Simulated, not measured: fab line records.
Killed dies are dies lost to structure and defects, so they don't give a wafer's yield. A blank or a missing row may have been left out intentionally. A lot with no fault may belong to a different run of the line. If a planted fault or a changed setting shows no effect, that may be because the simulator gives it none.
Matching of chambers || flow nand-harc || 4 sister chambers for NHARC_A_WL_FILL_ALD_02 on ald-metal-03
The step deposits TiN, target thk 2 nm, pulse time 3 s, ald cycles 100. 8 wafers are shown with their chamber, then 7 later ones without.

WAFERS, EACH WITH ITS CHAMBER
{"wafer": "L644.3", "chamber": 3, "heater-power-w (W)": 1265, "precursor-pulse-height-rel": 0.977}
{"wafer": "L649.2", "chamber": 2, "heater-power-w (W)": 812, "precursor-pulse-height-rel": 1.009}
{"wafer": "L649.5", "chamber": 0, "heater-power-w (W)": 1079, "precursor-pulse-height-rel": 1.032}
{"wafer": "L649.6", "chamber": 2, "heater-power-w (W)": 847, "precursor-pulse-height-rel": 0.955}
{"wafer": "L652.3", "chamber": 0, "heater-power-w (W)": 1115, "precursor-pulse-height-rel": 0.993}
{"wafer": "L652.6", "chamber": 3, "heater-power-w (W)": 1265, "precursor-pulse-height-rel": 0.999}
{"wafer": "L650.4", "chamber": 1, "heater-power-w (W)": 1052, "precursor-pulse-height-rel": 0.985}
{"wafer": "L650.5", "chamber": 1, "heater-power-w (W)": 1088, "precursor-pulse-height-rel": 1.022}

WAFERS MISSING THEIR CHAMBER
{"wafer": "L650.6", "heater-power-w (W)": 1114, "precursor-pulse-height-rel": 0.994}
{"wafer": "L657.4", "heater-power-w (W)": 1298, "precursor-pulse-height-rel": 1.000}
{"wafer": "L657.5", "heater-power-w (W)": 1079, "precursor-pulse-height-rel": 1.001}
{"wafer": "L657.6", "heater-power-w (W)": 1105, "precursor-pulse-height-rel": 0.987}
{"wafer": "L660.1", "heater-power-w (W)": 850, "precursor-pulse-height-rel": 1.029}
{"wafer": "L660.2", "heater-power-w (W)": 1080, "precursor-pulse-height-rel": 1.029}
{"wafer": "L660.3", "heater-power-w (W)": 1094, "precursor-pulse-height-rel": 1.040}

EACH ONE'S CHAMBER
{"wafer": "L650.6", "from the rows above": "can't be placed: 0 or 1", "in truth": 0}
{"wafer": "L657.4", "from the rows above": 3, "in truth": 3}
{"wafer": "L657.5", "from the rows above": "can't be placed: 1 or 0", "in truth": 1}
{"wafer": "L657.6", "from the rows above": "can't be placed: 0 or 1", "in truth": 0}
{"wafer": "L660.1", "from the rows above": 2, "in truth": 2}
{"wafer": "L660.2", "from the rows above": "can't be placed: 0 or 1", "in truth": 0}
{"wafer": "L660.3", "from the rows above": "can't be placed: 0 or 1", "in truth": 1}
Placed correctly: 2 of 7. Unplaceable from these rows: 5, with the true chamber sitting among the candidates in 5. 0 placed wrongly.
How it was worked out, from the rows above alone: a wafer's distance from a chamber is the root of the sum, over the readings, of the square of ((its reading less the chamber's mean) divided by the reading's scatter). The wafer belongs to the nearest chamber; if the next one is less than 2 further off, it can't be placed. The mean given for a chamber averages the wafers shown for that chamber. How the scatter is found: for the shown wafers, subtract from each reading the mean of its chamber, square and add these, divide the total by (wafers less chambers), then take the root.
